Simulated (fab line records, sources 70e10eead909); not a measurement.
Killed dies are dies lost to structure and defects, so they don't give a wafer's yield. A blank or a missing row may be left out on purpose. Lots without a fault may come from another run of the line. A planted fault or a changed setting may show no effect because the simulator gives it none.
Chamber matching | flow nand_harc | NHARC_P_M0_DEP_32 on pecvd-04: 3 sister chambers
The step deposits SiCN, target thk 30 nm. 22 wafers are shown with their chamber, then 11 later ones without.

WAFERS WITH THEIR CHAMBER
wafer  | chamber | showerhead_vpp_V (V) | heater_power_w (W)
L074.1 | 0       | 1307                 | 634
L074.2 | 2       | 1275                 | 659
L074.5 | 0       | 1320                 | 627
L075.1 | 0       | 1312                 | 629
L075.2 | 1       | 1264                 | 619
L075.5 | 2       | 1262                 | 668
L076.1 | 2       | 1290                 | 589
L076.3 | 1       | 1257                 | 690
L076.6 | 0       | 1299                 | 631
L077.1 | 0       | 1301                 | 656
L077.2 | 1       | 1256                 | 688
L077.5 | 2       | 1289                 | 669
L078.4 | 2       | 1308                 | 690
L078.5 | 0       | 1339                 | 530
L078.6 | 1       | 1259                 | 614
L079.3 | 1       | 1257                 | 693
L079.4 | 1       | 1238                 | 698
L079.6 | 2       | 1272                 | 621
L080.2 | 2       | 1273                 | 597
L080.4 | 0       | 1309                 | 632
L080.5 | 1       | 1232                 | 651
L081.2 | 0       | 1317                 | 660

SIGNATURES (means of the wafers above)
reading          | chamber 0 | chamber 1 | chamber 2 | scatter within a chamber
showerhead_vpp_V | 1313.00   | 1251.86   | 1281.29   | 13.4
heater_power_w   | 624.88    | 664.71    | 641.86    | 38.8
Rule: a wafer's distance from a chamber is the root of the sum, over the readings, of the square of ((its reading less the chamber's mean) divided by the reading's scatter). The wafer belongs to the nearest chamber; if the next one is less than 2 further off, it can't be placed. The scatter: the root of (the sum of the squares of (reading less its chamber's mean) over the shown wafers, divided by (wafers less chambers)).

WAFERS WITHOUT THEIR CHAMBER
wafer  | showerhead_vpp_V (V) | heater_power_w (W)
L081.4 | 1280                 | 618
L081.5 | 1243                 | 698
L090.1 | 1300                 | 658
L090.2 | 1254                 | 644
L090.3 | 1252                 | 642
L093.3 | 1294                 | 656
L093.5 | 1261                 | 649
L093.6 | 1301                 | 651
L094.1 | 1273                 | 576
L094.4 | 1281                 | 580
L094.5 | 1248                 | 620

WHICH CHAMBER EACH WENT THROUGH
wafer  | from the rows above          | in truth
L081.4 | can't be placed: 2 or 1 or 0 | 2
L081.5 | 1                            | 1
L090.1 | can't be placed: 0 or 2      | 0
L090.2 | can't be placed: 1 or 2      | 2
L090.3 | can't be placed: 1 or 2      | 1
L093.3 | can't be placed: 2 or 0      | 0
L093.5 | can't be placed: 1 or 2      | 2
L093.6 | can't be placed: 0 or 2      | 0
L094.1 | can't be placed: 2 or 1 or 0 | 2
L094.4 | can't be placed: 2 or 0 or 1 | 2
L094.5 | can't be placed: 1 or 2      | 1
Placed correctly: 1 of 11. Can't be placed from these rows: 10 (the true chamber is among the candidates in 10). Placed wrongly: 0.
